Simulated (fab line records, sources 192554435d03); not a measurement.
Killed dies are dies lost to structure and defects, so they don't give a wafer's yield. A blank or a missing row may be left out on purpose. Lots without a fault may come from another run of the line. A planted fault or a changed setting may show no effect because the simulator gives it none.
fab line records | flow n5_finfet
record lots=14 wafers=38 last_day=18
route steps=1938 shown BEOL_M0_SAQP@670
lots that met no fault: from a run of the same line without faults
start_h: hours from the record's first day to the start of the lot's first wafer shown | wait_h: hours since the lot's step before | " the same as in the row above | L1.1+2: a row that stands for several wafers | - no value, or no start given | * or withheld: withheld | < > ~ a bound
route shown NAME@n: a module of which the file shows steps, and the number in the route of the first | usual: mean/standard deviation of fault-free wafers | same: alike in all rows | chamber/n: place in a boat | sites: the reading at each site | _std_site: their standard deviation | _edge_site: outer sites' mean less inner sites' | radius_mm: how far each site lies from the wafer's centre | mask NAME#n: copy n | behind: the tool/chamber that last shaped the wafer | hold: why the lot was held/for how many hours/how that ended | device: the transistor (n, p or np) that didn't switch | end of line: the same wafers' tests at the end of the route | a step without rows: its recipe alone | killed: dies lost to structure and defects at the first sort, not the wafer's yield | map: a wafer's dies, x killed, . not, _ none there
set.NAME: the setting as run; set.NAME@STEP: as run at that earlier step | model.NAME: the simulator's own value behind a step, which no gauge read
steps of the route over a sample of lots; a table a step, a row a wafer
services: from which hour (start_h, from the record's first day; less than 0 if before it) a tool's chamber was out of use, for how many hours, and why
## steps
# step N5_BEOL_M0_SAQP_RECESS_104
# recipe chemistry=HF/NH3 target=SiO2 target_depth_a=180 afs_cycles=3 temp_c=30 sublimation_temp_c=180 sublimation_time_s=60
# usual drypump_motor_current_A=5.9/0.33 sublimation_temp_c=179.98/0.16
# same afs_cycles=3
# columns lot.wafer tool chamber start_h wait_h drypump_motor_current_A sublimation_temp_c
L224.2 vapor_etch-01 0 134.39 0.1 5.8 179.88
L224.3 " 1 " " 5.7 179.91
L224.5 " 0 " " 5.8 179.80
L225.1 vapor_etch-01 0 134.90 0.1 5.8 180.23
L225.2 " 1 " " 5.7 180.15
L225.4 " 0 " " 5.8 180.02
L227.2 vapor_etch-01 0 135.26 0.1 5.7 179.99
L227.3 " 0 " " 5.8 180.12
L227.6 " 1 " " 5.7 179.95
L228.2 vapor_etch-02 1 140.93 0.1 6.5 179.90
L228.3 " 1 " " 6.5 180.01
L228.4 " 0 " " 5.6 179.94
L230.5 vapor_etch-02 0 156.28 0.3 5.6 180.27
L230.6 " 1 " " 6.5 179.93
L231.1 vapor_etch-02 1 160.49 0.1 6.4 179.95
L231.6 " 0 " " 5.6 179.84
L239.1 vapor_etch-01 0 205.24 0.1 5.8 179.99
L239.2 " 1 " " 5.7 180.02
L239.3 " 1 " " 5.7 179.94
L240.1 vapor_etch-01 0 212.71 0.1 5.8 179.75
L240.3 " 0 " " 5.8 179.94
L240.6 " 0 " " 5.8 180.14
L241.1 vapor_etch-02 0 221.95 0.1 5.6 180.14
L241.4 " 0 " " 5.5 180.27
L241.5 " 1 " " 6.4 179.57
L242.4 vapor_etch-02 1 225.79 0.2 6.5 179.93
L242.6 " 1 " " 6.5 179.78
L243.2 vapor_etch-02 0 236.63 0.1 5.6 179.79
L243.3 " 0 " " 5.6 179.83
L243.6 " 0 " " 5.6 179.87
L244.2 vapor_etch-02 1 241.42 0.1 6.4 179.85
L244.4 " 1 " " 6.4 179.98
L244.5 " 0 " " 5.6 179.68
L246.2 vapor_etch-02 1 253.35 0.1 6.4 180.14
L246.3 " 1 " " 6.4 180.06
L246.5 " 0 " " 5.6 180.11
L245.4 vapor_etch-01 1 258.57 0.2 5.7 180.01
L245.6 " 1 " " 5.7 179.86
# step N5_BEOL_M0_SAQP_ETCH_106
# recipe chemistry=N2/H2 target=SOC target_depth_a=1500 stop_on=SiNx ion_energy_ev=100 bias_w=61 pressure_mtorr=30 source_w=850 n2_flow_sccm=200 h2_flow_sccm=200
# usual bias_w=60.97/0.16 drypump_motor_current_A=5.8/0.41 oes_product_au=0.78/0.08 rf_vpp_V=240.6/1.6 showerhead_plenum_p_Torr=2.53/0.096 throttle_valve_pct=17.85/0.18
# columns lot.wafer tool chamber start_h wait_h bias_w drypump_motor_current_A oes_product_au rf_hours_counter_h rf_vpp_V showerhead_plenum_p_Torr throttle_valve_pct
L224.2 rie_diel-04 3 134.84 - 61.02 6.0 0.71 249 240.5 2.50 17.98
L224.3 " 2 " " 60.93 5.5 0.67 240 241.8 2.60 17.98
L224.5 " 2 " " 61.03 5.5 0.66 - 242.8 2.60 17.99
L225.1 rie_diel-04 2 135.35 - 60.80 5.5 0.66 240 241.6 2.60 17.98
L225.2 " 0 " " 60.90 6.3 0.80 96 238.1 2.35 17.82
L225.4 " 1 " " 60.98 6.2 0.81 81 241.9 2.58 17.71
L227.2 rie_diel-04 1 135.73 - 60.84 6.2 0.81 81 240.9 2.58 17.72
L227.3 " 0 " " 61.04 6.3 0.79 96 240.2 2.35 17.84
L227.6 " 2 " " 60.85 5.5 0.65 - 243.2 2.60 17.97
L228.2 rie_diel-04 0 141.38 - 60.69 6.3 0.79 98 237.6 2.35 17.81
L228.3 " 1 " " 60.96 6.2 0.81 83 240.5 2.58 17.73
L228.4 " 1 " " 60.83 6.2 0.81 - 241.1 2.58 17.73
L230.5 rie_diel-04 0 156.59 - 60.82 6.4 0.78 - 237.5 2.35 17.83
L230.6 " 1 " " 61.19 6.2 0.80 - 241.1 2.57 17.73
L231.1 rie_diel-04 1 160.94 - 60.96 6.2 0.79 91 240.7 2.57 17.75
L231.6 " 1 " " 60.86 6.2 0.80 - 241.5 2.57 17.72
L239.1 rie_diel-03 3 205.68 - 61.06 6.3 0.79 111 243.0 2.67 17.77
L239.2 " 2 " " 60.82 5.7 0.83 65 241.6 2.58 17.80
L239.3 " 0 " " 61.06 5.4 0.71 193 241.4 2.52 18.30
L240.1 rie_diel-03 1 213.18 - 60.90 5.8 0.92 11 243.6 2.62 17.76
L240.3 " 0 " " 60.96 5.4 0.71 196 240.2 2.52 18.28
L240.6 " 3 " " 61.00 6.3 0.79 - 242.2 2.66 17.78
L241.1 rie_diel-04 2 222.59 - 60.87 5.5 0.91 11 242.1 2.59 17.63
L241.4 " 3 " " 61.20 6.1 0.92 20 239.8 2.49 17.60
L241.5 " 2 " " 60.89 5.5 0.92 - 241.6 2.59 17.61
L242.4 rie_diel-02 3 226.12 - 60.90 5.4 0.71 175 239.9 2.53 17.80
L242.6 " 3 " " 61.07 5.5 0.72 - 240.2 2.53 17.80
L243.2 rie_diel-03 3 237.10 - 60.99 6.3 0.79 120 244.0 2.66 17.78
L243.3 " 2 " " 61.01 5.7 0.82 74 240.5 2.57 17.80
L243.6 " 0 " " 61.23 5.4 0.70 - 239.6 2.52 18.30
L244.2 rie_diel-02 1 241.87 - 60.84 5.2 0.85 40 238.7 2.48 17.55
L244.4 " 0 " " 61.17 5.0 0.76 166 237.7 2.35 18.02
L244.5 " 2 " " 60.80 5.8 0.67 - 239.8 2.51 17.88
L246.2 rie_diel-03 2 253.79 - 60.93 5.7 0.81 77 241.4 2.57 17.82
L246.3 " 3 " " 60.60 6.3 0.77 124 241.1 2.66 17.78
L246.5 " 2 " " 60.90 5.7 0.82 - 241.9 2.57 17.81
L245.4 rie_diel-02 0 258.90 - 61.14 5.0 0.75 172 238.3 2.35 18.04
L245.6 " 0 " " 61.02 5.0 0.75 - 238.3 2.35 18.04
# step N5_BEOL_M0_SAQP_DEVELOP_39
# recipe develop_time_s=30 developer=TMAH resist=CAR-EUV rinse_liquid=surfactant_rinse dry=air_spin dev_temp_c=23
# usual chill_plate_temp_C=23.02/0.099 develop_time_s=30/0
# columns lot.wafer tool chamber start_h wait_h chill_plate_temp_C develop_time_s
L224.2 litho_track-01 0 136.16 - 23.10 30
L224.3 " 0 " " 23.11 30
L224.5 " 0 " " 23.16 30
L225.1 litho_track-05 0 138.54 - 22.94 30
L225.2 " 0 " " 23.04 30
L225.4 " 0 " " 22.91 30
L227.2 litho_track-02 0 138.88 - 23.03 30
L227.3 " 0 " " 23.06 30
L227.6 " 0 " " 23.03 30
L228.2 litho_track-01 0 142.68 - 23.05 30
L228.3 " 0 " " 22.98 30
L228.4 " 0 " " 23.07 30
L230.5 litho_track-05 0 158.00 - 23.16 30
L230.6 " 0 " " 23.07 30
L231.1 litho_track-02 0 162.37 - 22.94 30
L231.6 " 0 " " 23.03 30
L239.1 litho_track-02 - 207.17 - - -
L239.2 " - " " - -
L239.3 " - " " - -
L240.1 litho_track-05 - 214.66 - - -
L240.3 " - " " - -
L240.6 " - " " - -
L241.1 litho_track-05 0 224.02 - 23.00 30
L241.4 " 0 " " 22.99 30
L241.5 " 0 " " 22.83 30
L242.4 litho_track-02 0 227.57 - 23.19 30
L242.6 " 0 " " 23.18 30
L243.2 litho_track-05 0 240.49 - 22.98 30
L243.3 " 0 " " 22.95 30
L243.6 " 0 " " 22.87 30
L244.2 litho_track-01 0 243.17 - 23.03 30
L244.4 " 0 " " 22.94 30
L244.5 " 0 " " 22.98 30
L246.2 litho_track-02 0 255.26 - 23.00 30
L246.3 " 0 " " 23.14 30
L246.5 " 0 " " 23.00 30
L245.4 litho_track-02 0 260.33 - 23.03 30
L245.6 " 0 " " 22.95 30
# step N5_BEOL_M0_SAQP_DESCUM_45
# recipe chemistry=O2 time_s=7 source_power_w=50 bias_power_w=20 pressure_mtorr=20 rf_frequency_hz=2.712e+07 temp_c=40 resist=CAR-EUV o2_flow_sccm=225
# usual drypump_motor_current_A=5.7/0.41 oes_product_au=0.80/0.087 rf_vpp_V=243.1/1.5 showerhead_plenum_p_Torr=2.09/0.077 throttle_valve_pct=20.45/0.24
# columns lot.wafer tool chamber start_h wait_h drypump_motor_current_A oes_product_au rf_hours_counter_h rf_vpp_V showerhead_plenum_p_Torr throttle_valve_pct
L224.2 rie_diel-03 2 136.34 0.0 5.7 0.88 41 243.8 2.13 20.36
L224.3 " 1 " " 5.8 0.69 249 244.5 2.14 20.67
L224.5 " 1 " " 5.8 0.69 - 244.2 2.14 20.68
L225.1 rie_diel-02 3 138.72 0.0 5.4 0.74 147 243.7 2.10 20.51
L225.2 " 1 " " 5.2 0.93 13 242.0 2.06 20.03
L225.4 " 0 " " 5.0 0.80 135 241.6 1.93 20.54
L227.2 rie_diel-02 1 139.06 0.0 5.2 0.93 13 243.0 2.06 20.05
L227.3 " 2 " " 5.8 0.69 212 244.3 2.06 20.21
L227.6 " 3 " " 5.5 0.73 - 243.5 2.10 20.51
L228.2 rie_diel-02 2 142.90 0.1 5.7 0.69 213 242.6 2.06 20.19
L228.3 " 0 " " 5.0 0.79 137 241.0 1.93 20.54
L228.4 " 3 " " 5.5 0.74 149 245.0 2.10 20.49
L230.5 rie_diel-04 1 158.33 0.2 6.2 0.81 - 243.7 2.09 20.18
L230.6 " 0 " " 6.3 0.77 - 241.5 1.94 20.53
L231.1 rie_diel-03 2 162.55 0.0 5.7 0.85 50 243.5 2.12 20.37
L231.6 " 0 " " 5.4 0.73 - 242.0 2.10 20.99
L239.1 rie_diel-02 0 207.35 0.0 5.0 0.78 155 239.9 1.93 20.56
L239.2 " 2 " " 5.7 0.68 232 243.4 2.05 20.23
L239.3 " 3 " " 5.4 0.73 168 243.2 2.10 20.54
L240.1 rie_diel-03 1 214.84 0.0 5.8 0.95 12 243.6 2.14 20.26
L240.3 " 3 " " 6.3 0.80 114 246.8 2.19 20.46
L240.6 " 2 " " 5.7 0.84 - 243.3 2.12 20.41
L241.1 rie_diel-03 1 224.20 0.0 5.8 0.92 15 244.1 2.14 20.27
L241.4 " 0 " " 5.4 0.71 200 241.2 2.10 21.01
L241.5 " 2 " " 5.7 0.84 - 243.2 2.12 20.40
L242.4 rie_diel-04 2 227.75 0.0 5.5 0.94 13 242.7 2.17 20.48
L242.6 " 2 " " 5.5 0.95 - 242.6 2.17 20.51
L243.2 rie_diel-03 3 240.68 0.0 6.3 0.79 121 244.8 2.19 20.47
L243.3 " 1 " " 5.8 0.92 19 245.4 2.13 20.28
L243.6 " 2 " " 5.7 0.82 - 242.9 2.11 20.40
L244.2 rie_diel-02 2 243.35 0.0 5.8 0.66 244 242.2 2.04 20.26
L244.4 " 3 " " 5.5 0.71 180 243.3 2.09 20.56
L244.5 " 3 " " 5.4 0.70 - 242.2 2.09 20.54
L246.2 rie_diel-03 0 255.62 0.2 5.4 0.71 206 243.2 2.09 21.02
L246.3 " 3 " " 6.3 0.78 125 245.3 2.19 20.50
L246.5 " 2 " " 5.7 0.82 - 245.2 2.11 20.41
L245.4 rie_diel-02 1 260.52 0.0 5.2 0.88 - 243.4 2.05 20.09
L245.6 " 2 " " 5.7 0.66 - 243.4 2.04 20.26
## services
# columns tool chamber start_h hours kind
litho_track-02 - 134.68 - consumable_replace:filter
rie_diel-04 3 136.92 - clean
rie_diel-04 3 136.92 - consumable_replace:focus_ring
rie_diel-04 3 136.92 28.0 scheduled_down
rie_diel-04 3 136.92 28.0 vent_cycle
vapor_etch-02 - 137.77 0.8 repair
rie_diel-03 1 144.94 3.3 repair
rie_diel-03 1 148.25 - clean
rie_diel-03 1 148.25 - consumable_replace:esc
rie_diel-03 1 148.25 - consumable_replace:focus_ring
rie_diel-03 1 148.25 23.6 scheduled_down
rie_diel-03 1 148.25 23.6 vent_cycle
rie_diel-04 2 165.08 - clean
rie_diel-04 2 165.08 - consumable_replace:focus_ring
rie_diel-04 2 165.08 20.6 scheduled_down
rie_diel-04 2 165.08 20.6 vent_cycle
litho_track-05 - 190.79 - consumable_replace:filter
rie_diel-02 - 197.02 0.7 repair
rie_diel-02 1 204.40 10.7 repair
vapor_etch-01 - 227.82 2.8 pm
rie_diel-03 0 239.43 7.2 repair
litho_track-01 - 248.51 - consumable_replace:filter
rie_diel-02 0 259.82 6.2 repair
## key
first_sign step=N5_BEOL_M0_SAQP_DEVELOP_39 reading=tool_record direction=missing
effect none on later readings
met_at N5_BEOL_M0_SAQP_DEVELOP_39
struck_lots L239,L240
later_rows_left_out L239.1,L239.2,L239.3,L240.1,L240.3,L240.6
sort_left_out L239.1,L239.2,L239.3,L240.1,L240.3,L240.6
not_acting_at N5_BEOL_M0_SAQP_RECESS_104,N5_BEOL_M0_SAQP_ETCH_106,N5_BEOL_M0_SAQP_DESCUM_45
onset_between 162.37 207.17
fault kind=skipped_step_whole tool=litho_track-02,litho_track-05 chamber=- onset_h=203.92 steps=N5_BEOL_M0_SAQP_DEVELOP_39 scope=struck_lots_only
# sort_left_out: the simulated sort isn't trusted on such a fault, so these wafers' sort isn't shown, and their yield isn't known
# later_rows_left_out: the simulator's readings of these wafers behind a module that went badly wrong aren't trusted and aren't shown, but for the sort
